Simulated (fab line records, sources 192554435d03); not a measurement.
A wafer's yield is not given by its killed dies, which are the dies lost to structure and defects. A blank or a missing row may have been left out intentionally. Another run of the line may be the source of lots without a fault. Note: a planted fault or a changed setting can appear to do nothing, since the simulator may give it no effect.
Split-lot study    flow n5Finfet    7 lots, 21 wafers read, on a route of 1938 steps

== ON THE SPLIT ==
At N5_BEOL_M2_COAT_62 (time 60 s, resist thk 12 nm), the setting spinRpm was moved away from the recipe's 1500 rpm on 6 of the 21 wafers read, by -10.8% to +10.8%. This setting was run at the recipe's value on the other wafers.

== FROM THE SPLIT TO THE READING: what the file shows between them, 5 steps ==
- N5_BEOL_M2_EXPOSE_08: exposes mask M2 (also split here: doseMj)
- N5_BEOL_M2_PEB_09: peb time 60 s
- N5_BEOL_M2_DEVELOP_10: develop time 30 s
- N5_BEOL_M2_DESCUM_16: chemistry O2, time 7 s
- N5_BEOL_M2_ETCH_74: etches underlayer in N2/H2, target depth 6.5 nm, time 5.2 s

== THE READING ==
etch.depthNm (the simulator's own value, which no gauge read), in nm, at N5_BEOL_M2_ETCH_63 (etches SiARC in CF4, target depth 15.6 nm, time 26 s). No usual value for it is given in the file. Across the 15 wafers here that went through the recipe, the average is 12.00 nm and the standard deviation 0.042 nm.

wafer   tool, chamber at the split  spinRpm as run, rpm  against the recipe  etch.depthNm, nm  against lot-mates on the recipe
L080.1  lithoTrack-03, 0            1642                 +9.5%               11.46             -0.52
L080.2  lithoTrack-03, 0            1500                 recipe              11.98             -
L080.6  lithoTrack-03, 0            1500                 recipe              11.99             -
L081.2  lithoTrack-04, 0            1370                 -8.7%               12.49             +0.53
L081.5  lithoTrack-04, 0            1500                 recipe              11.96             -
L081.6  lithoTrack-04, 0            1500                 recipe              11.96             -
L083.1  lithoTrack-03, 0            1500                 recipe              12.03             -
L083.2  lithoTrack-03, 0            1500                 recipe              12.05             -
L083.6  lithoTrack-03, 0            1500                 recipe              12.07             -
L087.2  lithoTrack-04, 0            1500                 recipe              12.04             -
L087.5  lithoTrack-04, 0            1500                 recipe              12.02             -
L087.6  lithoTrack-04, 0            1500                 recipe              12.04             -
L089.1  lithoTrack-04, 0            1500                 recipe              11.98             -
L089.3  lithoTrack-04, 0            1500                 recipe              11.93             -
L089.4  lithoTrack-04, 0            1500                 recipe              11.95             -
L092.1  lithoTrack-02, 0            1338                 -10.8%              12.73             +0.72
L092.3  lithoTrack-02, 0            1500                 recipe              12.01             -
L092.5  lithoTrack-02, 0            1338                 -10.8%              12.8              +0.79
L096.1  lithoTrack-04, 0            1662                 +10.8%              11.33             -0.62
L096.3  lithoTrack-04, 0            1662                 +10.8%              11.38             -0.57
L096.6  lithoTrack-04, 0            1500                 recipe              11.95             -

FIT RESULTS
A straight line over all 21 wafers: etch.depthNm changes by -0.0631 nm for each +1% of spinRpm; r = -0.99; the points scatter about the line by 0.052 nm.
The same after taking each lot's own level away (the mean of its wafers on the recipe; 21 wafers): -0.0614 nm for each +1%; r = -0.99; scatter 0.039 nm.
On that fit, the largest move of spinRpm shifts the reading by 0.66 nm.
From 11.950 to 12.050 nm: that is the span of the lots' own levels, equal to 2.4 times the standard deviation above.
Consequently the slope shifts little with the lot-to-lot level, the two slopes agreeing.
Check: with one of the wafers moved furthest among these (+10.8%) left out of the fit, the line predicts -0.652 nm for it against its lot-mates. It came out at -0.62 nm against them.

== OTHER SPLITS ON THESE WAFERS ==
These wafers also went through other splits before the reading. Each is held against what the fit with the lots' levels taken away leaves over:
other split on the same wafers               wafers away from the commonest value  r with etch.depthNm (lot level and that fit taken away)
N5_HKMG_FIN_COAT_42 spinRpm                  8                                     +0.01
N5_HKMG_FIN_ETCH_55 timeS                    9                                     +0.16
N5_GATE_CUT_ALD_22 aldCycles                 8                                     -0.58
N5_MOL_CONTACT_COAG_CONTACT_ETCH_14 sourceW  6                                     -0.05
N5_MOL_CONTACT_COAG_ETCH_91 sourceW          8                                     +0.33
N5_MOL_CONTACT_COAG_ETCHBACK_135 timeS       5                                     +0.05
N5_BEOL_M0_SAQP_EXPOSE_11 doseMj             11                                    +0.12
N5_BEOL_M0_SAQP_DEVELOP_13 developTimeS      9                                     -0.31
N5_BEOL_M1_ETCH_64 sourceW                   5                                     +0.23
N5_BEOL_M2_EXPOSE_08 doseMj                  9                                     -0.17

== THE WHOLE CHAIN: every reading that the file lists as answering this split, in the file's order ==
step                what it does                                          reading                                                                          change (the file's fit)                r (the file's)
N5_BEOL_M2_COAT_62  time 60 s, resist thk 12 nm                           SiARC_of_BEOL_M2_COAT_62.thkNm (the simulator's own value, which no gauge read)  -0.061 nm for each +1% of the setting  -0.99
N5_BEOL_M2_ETCH_63  etches SiARC in CF4, target depth 15.6 nm, time 26 s  etch.depthNm (the simulator's own value, which no gauge read)                    -0.061 nm for each +1% of the setting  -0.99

== THE FILE'S OWN FIT ==
etch.depthNm changes by -0.061 nm for each +1% of spinRpm, r = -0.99.
